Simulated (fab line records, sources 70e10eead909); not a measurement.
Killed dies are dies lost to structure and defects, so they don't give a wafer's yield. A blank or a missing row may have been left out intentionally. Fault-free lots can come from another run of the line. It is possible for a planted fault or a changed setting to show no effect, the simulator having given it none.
Struck lot and sound lot, side by side -- flow nand harc -- 42 steps out of a route of 1159
Sound: these wafers, L900.1, L900.2, L900.5. Wafers L913.1, L913.2, L913.3 were the ones struck. The cause is given at the end.
Per side, at each step with rows, come the tool, then ch with its chambers, and then its first start. Under that, the readings that differ: sound wafers -- struck wafers -- difference of the means -- sigmas: that difference in standard deviations of wafers without a fault.
alike: same words and numbers on both sides, and readings whose means sit less than 2 such deviations apart. not compared: any withheld reading, any reading some wafer has no value for, any bound like >300 that may hide the same value, and any number with overlapping values for which the record gives no deviation.
A row with sigmas, a row that says differs or no value, or rows on one side alone: a step with any of these is where the two part. Numbers that don't overlap but have no deviation are shown without sigmas and don't part them. A reading missing from all wafers of one side parts the sides only when that side holds two or more wafers.

NHARC_A_CONTACT_OVL_MEAS_70:
  sound: overlay-02 at day 17 22:08; struck: overlay-01 at day 21 04:42
reading,sound,struck,difference,sigmas
overlay x nm (nm),-0.7 -0.7 -0.9,1.5 1.4 1.3,+2.2,+3
  alike: overlay y nm
NHARC_A_CONTACT_INSPECT_71:
  sound: defect inspect-01 at day 17 22:10; struck: defect inspect-01 at day 21 04:44
  alike: raw defect count
then, 6 steps without rows for these wafers: NHARC_A_CONTACT_DESCUM_74 (chemistry O2, time 3 s); NHARC_A_CONTACT_ETCH_75 (etches the open film in CF4, target depth 39 nm, time 65 s); NHARC_A_CONTACT_ETCH_76 (etches the open film in N2/H2, target depth 260 nm, time 475.3 s); NHARC_A_CONTACT_ETCH_77 (etches the open film in CF4/CHF3, target depth 72.6 nm, time 36.3 s); NHARC_A_CONTACT_ETCH_78 (etches the open film in O2/COS, target depth 2800 nm, time 728 s); NHARC_A_CONTACT_ETCH_124 (etches the open film in C4F8/O2/Ar, time 140 s, target depth 700 nm).
NHARC_A_CONTACT_ETCH_125: etches the open film in C4F8/O2/Ar, time 155 s, target depth 956 nm.
  sound on har cap etch-02 ch 0,1, day 17 23:40; struck on har cap etch-02 ch 0,1, day 21 06:08
  not compared: rf hours counter h
then, 1 step without rows for these wafers: NHARC_A_CONTACT_ETCH_126 (etches the open film in C4F8/O2/Ar, time 155 s, target depth 956 nm).
NHARC_A_CONTACT_ETCH_127: etches the open film in C4F8/O2/Ar, time 155 s, target depth 956 nm.
  sound on har cap etch-02 ch 0,1, day 17 23:56; struck on har cap etch-02 ch 0,1, day 21 06:25
  not compared: rf hours counter h
NHARC_A_CONTACT_ETCH_128: etches the open film in C4F8/O2/Ar, time 155 s, target depth 956 nm.
  sound on har cap etch-02 ch 0,1, day 18 00:05; struck on har cap etch-02 ch 0,1, day 21 06:34
  not compared: rf hours counter h
NHARC_A_CONTACT_ETCH_129: etches the open film in C4F8/O2/Ar, time 155 s, target depth 956 nm.
  sound on har cap etch-02 ch 0,1, day 18 00:14; struck on har cap etch-02 ch 0,1, day 21 06:43
  not compared: rf hours counter h
then, 1 step without rows for these wafers: NHARC_A_CONTACT_ETCH_130 (etches the open film in C4F8/O2/Ar, time 155 s, target depth 956 nm).
NHARC_A_CONTACT_ETCH_131: etches the open film in C4F8/O2/Ar, time 155 s, target depth 956 nm.
  sound on har cap etch-02 ch 0,1, day 18 00:31; struck on har cap etch-02 ch 0,1, day 21 06:59
  not compared: rf hours counter h
NHARC_A_CONTACT_ETCH_132: etches the open film in C4F8/O2/Ar, time 156 s, target depth 958 nm.
  sound on har cap etch-02 ch 0,1, day 18 00:39; struck on har cap etch-02 ch 0,1, day 21 07:08
  not compared: rf hours counter h
then, 3 steps without rows for these wafers: NHARC_A_CONTACT_ETCH_133 (etches the open film in C4F8/O2/Ar, time 195 s, target depth 840 nm); NHARC_A_CONTACT_ETCH_91 (etches the open film in CH3F/O2, target depth 40 nm, time 85.7 s); NHARC_A_CONTACT_ETCH_97 (etches the open film in C4F6/O2, target depth 20 nm, time 10 s).
NHARC_A_CONTACT_CD_MEAS_80:
  sound: cd sem-01 at day 18 01:42; struck: cd sem-02 at day 21 08:04
  alike: cd nm
then, 18 steps without rows for these wafers: NHARC_A_CONTACT_STRIP_103 (strips in N2/H2); NHARC_A_CONTACT_STRIP_104 (strips in CF4/CHF3); NHARC_A_CONTACT_STRIP_105 (strips in O2/COS); NHARC_A_CONTACT_ETCH_106 (etches the open film in CF4/O2, target depth 60 nm, overetch 6 nm, time 33 s); NHARC_A_CONTACT_STRIP_82 (strips in O2); NHARC_A_CONTACT_STRIP_83 (strips in post etch residue remover, time 600 s); NHARC_A_CONTACT_DEP_84 (deposits aC, target thk 2000 nm); NHARC_A_CONTACT_DEP_85 (deposits SiON, target thk 50 nm); NHARC_A_CONTACT_DEHYDRATE_00 (time 120 s); NHARC_A_CONTACT_HMDS_01 (time 30 s); NHARC_A_CONTACT_COAT_86 (time 75 s); NHARC_A_CONTACT_COAT_87 (time 65 s); NHARC_A_CONTACT_COAT_02 (resist thk 90 nm); NHARC_A_CONTACT_SOFTBAKE_03 (time 55 s); NHARC_A_CONTACT_EBR_04; NHARC_A_CONTACT_EXPOSE_05 (exposes mask A CC); NHARC_A_CONTACT_PEB_06 (peb time 65 s); NHARC_A_CONTACT_DEVELOP_07 (develop time 35 s).
NHARC_A_CONTACT_CD_MEAS_08: target cd 100 nm.
  sound on cd sem-01 ch 0, day 18 08:39; struck on cd sem-03 ch 0, day 21 12:55
  alike: cd nm
NHARC_A_CONTACT_OVL_MEAS_09:
  sound: overlay-01 at day 18 08:44; struck: overlay-02 at day 21 13:01
reading,sound,struck,difference,sigmas
overlay x nm (nm),1.0 0.9 0.9,-1.7 -1.6 -1.8,-2.6,-3
  alike: overlay y nm
then, 1 step without rows for these wafers: NHARC_A_CONTACT_DESCUM_13 (chemistry O2, time 3 s).
-- the record jumps here: 3 days lie between the struck wafers' starts before and after (it left off in module A_CONTACT and takes up again in module END, whose first step shown is number 1159 of the route) --
NHARC_END_SORT_01:
  sound on prober-02 ch 0, day 20 15:58; struck on prober-02 ch 0, day 24 13:34
reading,sound,struck,difference,sigmas
killed at array,10 6 13,111 106 110,+99,+10
killed dies,15 7 17,112 107 113,+98,+9
  alike: killed at other, killed at periphery, killed open, killed short

## WHERE THEY PART
At NHARC_A_CONTACT_OVL_MEAS_70 first; at NHARC_END_SORT_01 last (within this record only).

WHY: what the simulator had put in
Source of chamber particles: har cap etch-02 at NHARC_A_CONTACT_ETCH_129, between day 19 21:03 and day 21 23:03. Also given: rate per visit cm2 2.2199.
